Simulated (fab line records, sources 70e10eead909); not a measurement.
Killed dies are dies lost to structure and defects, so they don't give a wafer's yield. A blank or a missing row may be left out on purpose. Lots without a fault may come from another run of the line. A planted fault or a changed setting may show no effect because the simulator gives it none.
Which tool did it? | flow nand_harc | 6 lots, 18 wafers sampled, at 2 steps of a route of 1302

WHAT THE GAUGES READ, wafer by wafer
NHARC_P_GATE_CD_MEAS_59: target cd 720 nm.
lot  | measured     | on        | cd_nm (nm)
L690 | day 7 09:23  | cd_sem-01 | 721.7 722.3 721.6
L693 | day 8 07:20  | cd_sem-01 | 720.9 720.9 719.4
L696 | day 9 22:11  | cd_sem-01 | 744.2 746.7 744.4
L698 | day 10 15:41 | cd_sem-02 | 719.7 719.6 720.5
L707 | day 14 03:41 | cd_sem-03 | 718.6 718.9 721.6
L708 | day 14 16:56 | cd_sem-01 | 719.8 718.5 717.6

WHICH TOOL RAN EACH LOT (tool, then ch and the chambers of the sampled wafers, then the start)
lot  | NHARC_P_GATE_EXPOSE_56
L690 | krf_scanner-04 ch 0, day 7 09:14
L693 | krf_scanner-04 ch 0, day 8 07:11
L696 | krf_scanner-04 ch 0, day 9 22:02
L698 | krf_scanner-04 ch 0, day 10 15:32
L707 | krf_scanner-04 ch 0, day 14 03:32
L708 | krf_scanner-03 ch 0, day 14 16:47
- NHARC_P_GATE_EXPOSE_56: exposes mask P PSD, target cd 720 nm.

THE ANSWER, worked out from the rows above alone
Rule: what is usual is taken from the lots themselves. Put in order of their means at a reading, lots are off if they are a third of the lots or fewer, leave a main group of 4 or more, and stand apart from it by a gap of 3 or more times the standard deviation of the main group's means; of several such gaps the widest counts. A main group whose means are all the same, to the digits that the tables above print for the reading, isn't used. A lot without any number at a reading at which 4 lots or more have one is off too. The other lots that the step has rows for count as sound.
Off: L696, at NHARC_P_GATE_CD_MEAS_59 (cd_nm). The main group: mean 720.1 nm, standard deviation 1.1.
A tool fits if, at a process step before that reading, it ran every lot that is off, and no sound lot after the first of them. The gauges at NHARC_P_GATE_CD_MEAS_59 are tried like those tools. None of those tried fits.

WHAT THE SIMULATOR HAD PUT IN
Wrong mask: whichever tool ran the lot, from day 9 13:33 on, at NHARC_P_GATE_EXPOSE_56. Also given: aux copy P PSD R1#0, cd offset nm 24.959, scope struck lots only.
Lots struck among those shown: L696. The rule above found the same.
